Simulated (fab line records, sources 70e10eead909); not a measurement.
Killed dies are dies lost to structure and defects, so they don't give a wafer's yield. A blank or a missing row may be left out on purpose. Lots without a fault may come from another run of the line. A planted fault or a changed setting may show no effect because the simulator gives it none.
fab line records | flow nand_harc
record lots=24 wafers=72 last_day=33
route steps=1302 shown P_STI@84 P_GATE@170 P_CONTACT@233 P_M0@272
lots that met no fault: from a run of the same line without faults
start_h: hours from the record's first day to the start of the lot's first wafer shown | wait_h: hours since the lot's step before | " the same as in the row above | L1.1+2: a row that stands for several wafers | - no value, or no start given | * or withheld: withheld | < > ~ a bound
route shown NAME@n: a module of which the file shows steps, and the number in the route of the first | usual: mean/standard deviation of fault-free wafers | same: alike in all rows | chamber/n: place in a boat | sites: the reading at each site | _std_site: their standard deviation | _edge_site: outer sites' mean less inner sites' | radius_mm: how far each site lies from the wafer's centre | mask NAME#n: copy n | behind: the tool/chamber that last shaped the wafer | hold: why the lot was held/for how many hours/how that ended | device: the transistor (n, p or np) that didn't switch | end of line: the same wafers' tests at the end of the route | a step without rows: its recipe alone | killed: dies lost to structure and defects at the first sort, not the wafer's yield | map: a wafer's dies, x killed, . not, _ none there
set.NAME: the setting as run; set.NAME@STEP: as run at that earlier step | model.NAME: the simulator's own value behind a step, which no gauge read
steps of the route over a sample of lots; a table a step, a row a wafer
services: from which hour (start_h, from the record's first day; less than 0 if before it) a tool's chamber was out of use, for how many hours, and why
## steps
# step NHARC_P_STI_OVL_MEAS_10
# usual overlay_x_nm=0/5.3 overlay_y_nm=0/4.8
# columns lot.wafer tool chamber start_h wait_h overlay_x_nm overlay_y_nm
L074.2 overlay-01 - 45.13 - -1 5
L074.3 " - " " -2 6
L074.6 " - " " -1 5
L075.2 overlay-01 - 52.74 - 6 -3
L075.4 " - " " 6 -2
L075.5 " - " " 6 -3
L076.2 overlay-02 - 65.27 - -3 -2
L076.5 " - " " -4 -2
L076.6 " - " " -3 -2
L077.3 overlay-01 - 73.28 - 4 0
L077.4 " - " " 3 0
L077.5 " - " " 3 0
L078.1 overlay-02 - 82.10 - -5 -2
L078.2 " - " " -5 -3
L078.4 " - " " -6 -3
L079.2 overlay-01 - 94.33 - -12 -7
L079.3 " - " " -13 -7
L079.5 " - " " -12 -7
L080.3 overlay-01 - 103.75 - -4 -3
L080.5 " - " " -4 -3
L080.6 " - " " -5 -3
L081.1 overlay-02 - 112.68 - -7 -9
L081.3 " - " " -8 -9
L081.5 " - " " -8 -9
L082.4 overlay-01 - 124.82 - -1 7
L082.5 " - " " -1 7
L082.6 " - " " -1 7
L083.2 overlay-02 - 135.78 - -3 3
L083.5 " - " " -3 3
L083.6 " - " " -3 2
L084.4 overlay-01 - 146.76 - -3 3
L084.5 " - " " -3 3
L084.6 " - " " -3 3
L085.3 overlay-01 - 154.76 - 6 -3
L085.4 " - " " 6 -2
L085.5 " - " " 6 -2
L086.2 overlay-02 - 167.11 - -4 11
L086.5 " - " " -4 10
L086.6 " - " " -4 10
L087.2 overlay-01 - 174.66 - -2 3
L087.3 " - " " -2 4
L087.4 " - " " -2 3
L088.2 overlay-01 - 184.11 - 8 5
L088.4 " - " " 9 4
L088.5 " - " " 9 5
L089.3 overlay-01 - 192.12 - 4 4
L089.5 " - " " 5 3
L089.6 " - " " 4 3
L090.1 overlay-02 - 205.11 - 5 5
L090.2 " - " " 5 5
L090.3 " - " " 5 5
L091.2 overlay-02 - 212.22 - 3 -4
L091.3 " - " " 3 -4
L091.4 " - " " 3 -4
L092.1 overlay-01 - 222.47 - -1 -3
L092.2 " - " " -1 -3
L092.5 " - " " -2 -2
L093.2 overlay-01 - 236.02 - 11 -1
L093.3 " - " " 11 -1
L093.4 " - " " 11 -1
L094.2 overlay-01 - 245.13 - -2 -1
L094.4 " - " " -1 -1
L094.5 " - " " -2 -1
L095.1 overlay-01 - 255.38 - -1 -9
L095.2 " - " " -1 -9
L095.4 " - " " -1 -9
L096.1 overlay-02 - 266.20 - 0 -2
L096.3 " - " " 0 -2
L096.6 " - " " 0 -3
L097.1 overlay-02 - 275.21 - 6 -3
L097.2 " - " " 6 -2
L097.5 " - " " 6 -3
# step NHARC_P_STI_CD_MEAS_16
# usual cd_nm=200.2/1.7
# columns lot.wafer tool chamber start_h wait_h cd_nm
L074.2 cd_sem-03 - 45.73 - 197.5
L074.3 " - " " 198.0
L074.6 " - " " 199.6
L075.2 cd_sem-01 - 53.39 - 199.0
L075.4 " - " " 197.3
L075.5 " - " " 199.1
L076.2 cd_sem-03 - 65.92 - 201.0
L076.5 " - " " 201.3
L076.6 " - " " 200.9
L077.3 cd_sem-03 - 73.89 - 204.5
L077.4 " - " " 199.7
L077.5 " - " " 202.3
L078.1 cd_sem-01 - 82.75 - 202.1
L078.2 " - " " 201.2
L078.4 " - " " 201.7
L079.2 cd_sem-03 - 94.94 - 199.8
L079.3 " - " " 201.8
L079.5 " - " " 199.9
L080.3 cd_sem-02 - 104.36 - 198.7
L080.5 " - " " 201.1
L080.6 " - " " 201.2
L081.1 cd_sem-03 - 113.35 - 201.1
L081.3 " - " " 203.3
L081.5 " - " " 200.6
L082.4 cd_sem-03 - 125.44 - 199.5
L082.5 " - " " 198.9
L082.6 " - " " 199.9
L083.2 cd_sem-01 - 136.38 - 196.6
L083.5 " - " " 197.6
L083.6 " - " " 198.3
L084.4 cd_sem-03 - 147.37 - 198.9
L084.5 " - " " 198.3
L084.6 " - " " 199.8
L085.3 cd_sem-02 - 155.44 - 200.5
L085.4 " - " " 203.5
L085.5 " - " " 199.1
L086.2 cd_sem-02 - 167.72 - 200.0
L086.5 " - " " 197.4
L086.6 " - " " 197.6
L087.2 cd_sem-02 - 175.31 - 200.9
L087.3 " - " " 202.6
L087.4 " - " " 202.0
L088.2 cd_sem-03 - 184.75 - 202.2
L088.4 " - " " 198.6
L088.5 " - " " 199.6
L089.3 cd_sem-02 - 192.74 - 200.7
L089.5 " - " " 198.6
L089.6 " - " " 201.4
L090.1 cd_sem-03 - 205.72 - 199.4
L090.2 " - " " 200.1
L090.3 " - " " 200.4
L091.2 cd_sem-02 - 212.87 - 201.6
L091.3 " - " " 200.2
L091.4 " - " " 201.4
L092.1 cd_sem-03 - 223.07 - 200.8
L092.2 " - " " 199.2
L092.5 " - " " 197.2
L093.2 cd_sem-02 - 236.63 - 201.4
L093.3 " - " " 199.1
L093.4 " - " " 200.2
L094.2 cd_sem-01 - 245.74 - 200.2
L094.4 " - " " 201.3
L094.5 " - " " 201.3
L095.1 cd_sem-03 - 256.03 - 198.7
L095.2 " - " " 201.0
L095.4 " - " " 200.0
L096.1 cd_sem-03 - 266.85 - 199.8
L096.3 " - " " 202.8
L096.6 " - " " 202.6
L097.1 cd_sem-01 - 275.93 - 199.0
L097.2 " - " " 199.1
L097.5 " - " " 201.3
# step NHARC_P_STI_INSPECT_25
# usual raw_defect_count=234/78
# columns lot.wafer tool chamber start_h wait_h raw_defect_count
L074.2 defect_inspect-01 - 71.56 0.4 322
L074.3 " - " " 326
L074.6 " - " " 252
L075.2 defect_inspect-02 - 78.94 0.4 168
L075.4 " - " " 120
L075.5 " - " " 215
L076.2 defect_inspect-01 - 91.86 0.4 248
L076.5 " - " " 161
L076.6 " - " " 181
L077.3 defect_inspect-01 - 100.03 0.4 392
L077.4 " - " " 213
L077.5 " - " " 284
L078.1 defect_inspect-02 - 109.09 0.4 188
L078.2 " - " " 192
L078.4 " - " " 117
L079.2 defect_inspect-01 - 120.23 0.4 214
L079.3 " - " " 338
L079.5 " - " " 249
L080.3 defect_inspect-01 - 135.92 0.4 372
L080.5 " - " " 241
L080.6 " - " " 194
L081.1 defect_inspect-01 - 143.89 0.4 228
L081.3 " - " " 199
L081.5 " - " " 239
L082.4 defect_inspect-02 - 158.01 0.4 170
L082.5 " - " " 130
L082.6 " - " " 214
L083.2 defect_inspect-02 - 163.93 0.4 251
L083.5 " - " " 316
L083.6 " - " " 196
L085.3 defect_inspect-02 - 179.79 0.4 193
L085.4 " - " " 198
L085.5 " - " " 138
L084.4 defect_inspect-01 - 179.79 0.4 207
L084.5 " - " " 267
L084.6 " - " " 121
L086.2 defect_inspect-02 - 195.62 0.4 174
L086.5 " - " " 245
L086.6 " - " " 184
L087.2 defect_inspect-02 - 201.89 0.4 189
L087.3 " - " " 305
L087.4 " - " " 221
L088.2 defect_inspect-01 - 218.83 0.4 230
L088.4 " - " " 237
L088.5 " - " " 156
L089.3 defect_inspect-02 - 218.83 0.4 215
L089.5 " - " " 271
L089.6 " - " " 257
L090.1 defect_inspect-02 - 234.11 0.4 217
L090.2 " - " " 242
L090.3 " - " " 204
L091.2 defect_inspect-02 - 241.45 0.4 261
L091.3 " - " " 318
L091.4 " - " " 313
L092.1 defect_inspect-02 - 250.90 0.4 182
L092.2 " - " " 438
L092.5 " - " " 176
L093.2 defect_inspect-01 - 264.22 0.4 160
L093.3 " - " " 163
L093.4 " - " " 195
L094.2 defect_inspect-01 - 271.59 0.4 188
L094.4 " - " " 248
L094.5 " - " " 272
L095.1 defect_inspect-02 - 283.01 0.4 244
L095.2 " - " " 161
L095.4 " - " " 175
L096.1 defect_inspect-01 - 294.72 0.4 149
L096.3 " - " " 150
L096.6 " - " " 154
L097.1 defect_inspect-01 - 307.42 0.4 214
L097.2 " - " " 272
L097.5 " - " " 416
# step NHARC_P_GATE_CD_MEAS_46
# recipe target_cd_nm=720 landing_energy_ev=500
# usual cd_nm=719.9/1.3
# columns lot.wafer tool chamber start_h wait_h cd_nm
L074.2 cd_sem-01 0 108.56 - 720.9
L074.3 " 0 " " 721.6
L074.6 " 0 " " 720.5
L075.2 cd_sem-02 0 113.43 - 720.3
L075.4 " 0 " " 719.1
L075.5 " 0 " " 720.8
L076.2 cd_sem-02 0 131.14 - 721.0
L076.5 " 0 " " 720.3
L076.6 " 0 " " 719.9
L077.3 cd_sem-02 0 135.67 - 719.2
L077.4 " 0 " " 718.6
L077.5 " 0 " " 719.5
L078.1 cd_sem-02 0 149.27 - 719.7
L078.2 " 0 " " 718.7
L078.4 " 0 " " 720.1
L079.2 cd_sem-03 0 154.45 - 721.1
L079.3 " 0 " " 719.3
L079.5 " 0 " " 720.3
L080.3 cd_sem-02 0 172.03 - 721.1
L080.5 " 0 " " 719.3
L080.6 " 0 " " 720.1
L081.1 cd_sem-03 0 180.66 - 722.2
L081.3 " 0 " " 719.3
L081.5 " 0 " " 720.5
L082.4 cd_sem-01 0 194.22 - 719.5
L082.5 " 0 " " 718.0
L082.6 " 0 " " 719.9
L083.2 cd_sem-01 0 202.33 - 720.0
L083.5 " 0 " " 719.5
L083.6 " 0 " " 718.6
L085.3 cd_sem-01 0 215.93 - 719.9
L085.4 " 0 " " 719.9
L085.5 " 0 " " 719.7
L084.4 cd_sem-01 0 216.83 - 720.6
L084.5 " 0 " " 719.8
L084.6 " 0 " " 720.6
L086.2 cd_sem-01 0 230.02 - 720.1
L086.5 " 0 " " 718.4
L086.6 " 0 " " 718.8
L087.2 cd_sem-02 0 239.94 - 718.6
L087.3 " 0 " " 718.8
L087.4 " 0 " " 719.9
L089.3 cd_sem-03 0 254.22 - 719.6
L089.5 " 0 " " 718.1
L089.6 " 0 " " 721.1
L088.2 cd_sem-02 0 255.04 - 718.9
L088.4 " 0 " " 718.4
L088.5 " 0 " " 717.4
L090.1 cd_sem-01 0 271.95 - 722.7
L090.2 " 0 " " 719.7
L090.3 " 0 " " 721.5
L091.2 cd_sem-01 0 279.60 - 719.7
L091.3 " 0 " " 720.8
L091.4 " 0 " " 720.1
L092.1 cd_sem-02 0 286.74 - 720.0
L092.2 " 0 " " 722.7
L092.5 " 0 " " 720.8
L093.2 cd_sem-02 0 300.10 - 718.8
L093.3 " 0 " " 715.9
L093.4 " 0 " " 718.4
L094.2 cd_sem-03 0 310.93 - 719.4
L094.4 " 0 " " 719.0
L094.5 " 0 " " 718.0
L095.1 cd_sem-02 0 319.38 - 720.5
L095.2 " 0 " " 721.0
L095.4 " 0 " " 718.7
L096.1 cd_sem-03 0 331.60 - 721.1
L096.3 " 0 " " 718.7
L096.6 " 0 " " 721.6
L097.1 cd_sem-02 0 345.14 - 719.2
L097.2 " 0 " " 720.2
L097.5 " 0 " " 719.4
# step NHARC_P_CONTACT_OVL_MEAS_13
# usual overlay_x_nm=-0.1/0.89 overlay_y_nm=0.1/0.89
# columns lot.wafer tool chamber start_h wait_h overlay_x_nm overlay_y_nm
L074.2 overlay-01 - 116.68 - 1.4 -0.1
L074.3 " - " " 1.1 -0.5
L074.6 " - " " 0.9 -1.1
L075.2 overlay-02 - 121.53 - -1.4 -0.2
L075.4 " - " " -1.8 -0.7
L075.5 " - " " -1.0 -0.2
L076.2 overlay-02 - 139.40 - 0.5 0.9
L076.5 " - " " 0.8 1.3
L076.6 " - " " 0.6 0.7
L077.3 overlay-01 - 143.91 - -0.1 -1.2
L077.4 " - " " -0.2 -0.9
L077.5 " - " " 0.0 -0.8
L078.1 overlay-02 - 157.90 - 1.4 1.0
L078.2 " - " " 1.4 0.8
L078.4 " - " " 1.0 0.8
L079.2 overlay-02 - 162.87 - 0.5 0.4
L079.3 " - " " 1.1 0.0
L079.5 " - " " 0.7 0.1
L080.3 overlay-02 - 180.50 - 1.0 1.1
L080.5 " - " " 1.0 1.4
L080.6 " - " " 0.5 0.9
L081.1 overlay-02 - 188.65 - -1.8 0.1
L081.3 " - " " -2.0 0.2
L081.5 " - " " -1.8 0.6
L082.4 overlay-02 - 202.49 - -0.3 0.3
L082.5 " - " " -0.3 0.5
L082.6 " - " " -0.6 0.0
L083.2 overlay-01 - 211.85 - -0.4 -1.5
L083.5 " - " " 0.5 -1.3
L083.6 " - " " 0.1 -0.8
L085.3 overlay-01 - 224.25 - -0.3 1.2
L085.4 " - " " -0.4 1.4
L085.5 " - " " -0.2 1.2
L084.4 overlay-02 - 224.92 - -0.1 -0.1
L084.5 " - " " -0.3 0.2
L084.6 " - " " -0.3 0.0
L086.2 overlay-02 - 238.31 - 0.8 -0.2
L086.5 " - " " 0.2 -0.2
L086.6 " - " " 1.1 0.0
L087.2 overlay-02 - 248.25 - 0.4 1.5
L087.3 " - " " -0.4 1.0
L087.4 " - " " 0.5 1.8
L089.3 overlay-02 - 262.90 - -0.4 -0.5
L089.5 " - " " 0.4 -0.4
L089.6 " - " " 0.0 -0.8
L088.2 overlay-01 - 263.98 - -0.1 0.7
L088.4 " - " " -0.2 0.9
L088.5 " - " " 0.1 1.2
L090.1 overlay-01 - 280.13 - -0.6 -2.0
L090.2 " - " " -0.8 -1.4
L090.3 " - " " -1.0 -1.1
L091.2 overlay-01 - 287.96 - -0.7 -0.2
L091.3 " - " " -1.1 -0.2
L091.4 " - " " -0.6 0.4
L092.1 overlay-02 - 294.74 - 0.8 0.1
L092.2 " - " " 1.0 -0.1
L092.5 " - " " 1.1 0.3
L093.2 overlay-01 - 308.19 - -1.9 -0.1
L093.3 " - " " -2.2 0.3
L093.4 " - " " -1.1 0.6
L094.2 overlay-01 - 319.07 - -1.1 0.7
L094.4 " - " " -1.3 1.6
L094.5 " - " " -1.0 1.8
L095.1 overlay-02 - 327.54 - -0.9 -0.5
L095.2 " - " " -0.8 -0.1
L095.4 " - " " -0.1 0.2
L096.1 overlay-02 - 340.21 - 0.9 -0.9
L096.3 " - " " 0.7 -0.6
L096.6 " - " " 0.7 0.2
L097.1 overlay-02 - 353.54 - -0.3 -0.6
L097.2 " - " " -0.5 -0.5
L097.5 " - " " 0.0 -1.2
# step NHARC_P_M0_DEGAS_28
# recipe temp_c=250 time_s=60
# usual heater_power_w=337/35 susceptor_temp_C=250.02/0.18
# columns lot.wafer tool chamber start_h wait_h heater_power_w susceptor_temp_C
L074.2 pvd_sputter-03 - 121.92 - 386 249.62
L074.3 " - " " 314 250.35
L074.6 " - " " 303 250.30
L075.4 pvd_sputter-03 - 126.59 - 311 250.01
L075.2 " - " " 370 249.82
L075.5 " - " " 298 249.87
L076.2 pvd_sputter-03 - 145.24 - 387 250.03
L076.5 " - " " 396 250.08
L076.6 " - " " 380 250.11
L077.4 pvd_sputter-03 - 149.08 - 298 -
L077.3 " - " " 377 -
L077.5 " - " " 301 -
L078.2 pvd_sputter-02 - 163.08 - 308 250.22
L078.4 " - " " 305 250.28
L078.1 " - " " 319 249.91
L079.2 pvd_sputter-03 - 167.94 - 310 -
L079.3 " - " " 381 -
L079.5 " - " " 321 -
L080.3 pvd_sputter-01 - 185.85 - 335 250.24
L080.6 " - " " 348 250.04
L080.5 " - " " 391 250.00
L081.3 pvd_sputter-01 - 193.69 - 344 250.15
L081.1 " - " " 323 250.25
L081.5 " - " " 387 249.88
L082.4 pvd_sputter-01 - 207.69 - 350 249.84
L082.6 " - " " 341 249.95
L082.5 " - " " 333 249.84
L083.2 pvd_sputter-02 - 217.05 - 308 249.98
L083.6 " - " " 347 249.67
L083.5 " - " " 309 249.91
L085.4 pvd_sputter-02 - 229.46 - 304 250.10
L085.3 " - " " 304 250.06
L085.5 " - " " 303 249.94
L084.4 pvd_sputter-03 - 230.13 - 297 250.18
L084.6 " - " " 301 250.05
L084.5 " - " " 403 250.05
L086.2 pvd_sputter-03 - 243.40 - 307 250.14
L086.6 " - " " 399 249.90
L086.5 " - " " 371 250.12
L087.4 pvd_sputter-03 - 253.33 - 306 249.75
L087.3 " - " " 405 249.97
L087.2 " - " " 359 249.97
L089.3 pvd_sputter-02 - 268.10 - 325 249.81
L089.6 " - " " 296 249.97
L089.5 " - " " 329 250.13
L088.4 pvd_sputter-03 - 269.05 - 402 250.00
L088.2 " - " " 305 250.18
L088.5 " - " " 365 250.11
L090.2 pvd_sputter-01 - 285.29 - 377 250.52
L090.1 " - " " 334 250.10
L090.3 " - " " 330 249.86
L091.2 pvd_sputter-02 - 293.17 - 321 249.91
L091.4 " - " " 317 250.14
L091.3 " - " " 295 250.35
L092.2 pvd_sputter-03 - 299.96 - 303 250.09
L092.1 " - " " 303 249.85
L092.5 " - " " 401 250.01
L093.3 pvd_sputter-02 - 313.27 - 311 -
L093.2 " - " " 284 -
L093.4 " - " " 327 -
L094.2 pvd_sputter-02 - 324.28 - 325 250.03
L094.4 " - " " 320 250.09
L094.5 " - " " 316 250.20
L095.1 pvd_sputter-02 - 332.72 - 321 250.22
L095.4 " - " " 313 250.12
L095.2 " - " " 287 250.56
L096.1 pvd_sputter-02 - 345.47 - 346 249.86
L096.3 " - " " 311 249.74
L096.6 " - " " 320 249.91
L097.2 pvd_sputter-02 - 358.73 - 327 -
L097.1 " - " " 315 -
L097.5 " - " " 299 -
## services
# columns tool chamber start_h hours kind
pvd_sputter-02 - 104.00 10.0 pm
pvd_sputter-02 - 118.18 28.7 repair
pvd_sputter-03 - 160.50 3.6 repair
pvd_sputter-03 - 170.00 10.0 pm
pvd_sputter-03 - 181.10 6.1 repair
pvd_sputter-01 - 234.74 10.0 pm
pvd_sputter-01 - 247.48 7.4 repair
pvd_sputter-02 - 282.00 10.0 pm
pvd_sputter-03 - 344.74 35.2 repair
## key
fault none
